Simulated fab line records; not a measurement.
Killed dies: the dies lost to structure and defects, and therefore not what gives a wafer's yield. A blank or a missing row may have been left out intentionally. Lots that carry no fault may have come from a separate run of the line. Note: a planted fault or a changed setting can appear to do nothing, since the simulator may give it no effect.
Matching of chambers | flow nandHarc | NHARC_P_CONTACT_ALD_22 on aldMetal-02 has 4 sister chambers
The step deposits TiN, target thk 3 nm, pulse time 1 s, ald cycles 150. 8 wafers are shown with their chamber, then 12 later ones without.

== WAFERS PAIRED WITH THEIR CHAMBERS ==
wafer  | chamber | heaterPowerW (W) | precursorPulseHeightRel
L083.3 | 0       | 921              | 1.007
L084.6 | 2       | 1023             | 0.997
L084.1 | 1       | 1087             | 1.010
L084.2 | 3       | 948              | 1.015
L084.4 | 0       | 910              | 0.971
L092.2 | 3       | 1044             | 0.981
L092.3 | 1       | 1058             | 1.024
L092.6 | 2       | 1034             | 1.035

== WAFERS WITH NO CHAMBER GIVEN ==
wafer  | heaterPowerW (W) | precursorPulseHeightRel
L094.1 | 1034             | 1.015
L094.2 | 1038             | 0.999
L094.3 | 913              | 1.014
L094.4 | 1017             | 0.981
L094.5 | 909              | 0.983
L094.6 | 1059             | 1.017
L093.1 | 999              | 0.990
L093.3 | 926              | 0.980
L093.4 | 1020             | 1.000
L097.1 | 910              | 1.001
L097.3 | 1018             | 1.010
L097.5 | 1027             | 0.993

== WHICH CHAMBER EACH ONE RAN IN ==
wafer  | from the rows above               | in truth
L094.1 | can't be placed: 2 or 1 or 3      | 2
L094.2 | can't be placed: 2 or 3 or 1      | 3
L094.3 | can't be placed: 0 or 3           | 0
L094.4 | can't be placed: 3 or 2 or 1 or 0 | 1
L094.5 | 0                                 | 0
L094.6 | can't be placed: 1 or 2 or 3      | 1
L093.1 | can't be placed: 3 or 2 or 0      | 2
L093.3 | can't be placed: 0 or 3           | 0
L093.4 | can't be placed: 3 or 2 or 1      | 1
L097.1 | can't be placed: 0 or 3           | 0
L097.3 | can't be placed: 2 or 3 or 1      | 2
L097.5 | can't be placed: 3 or 2 or 1      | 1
Placed correctly: 1 of 12. Unplaceable from these rows: 11, with the true chamber sitting among the candidates in 11. Wrongly placed: 0.
How it was worked out, from the rows above alone: a wafer's distance from a chamber is the root of the sum, over the readings, of the square of ((its reading less the chamber's mean) divided by the reading's scatter). If the next closest chamber is less than 2 further off than the closest, the wafer can't be placed; otherwise it belongs to the closest. A chamber's mean is the mean of its shown wafers. The scatter: take each reading less its chamber's mean, square it, sum over the shown wafers, divide by the number of wafers less the number of chambers, and take the root.
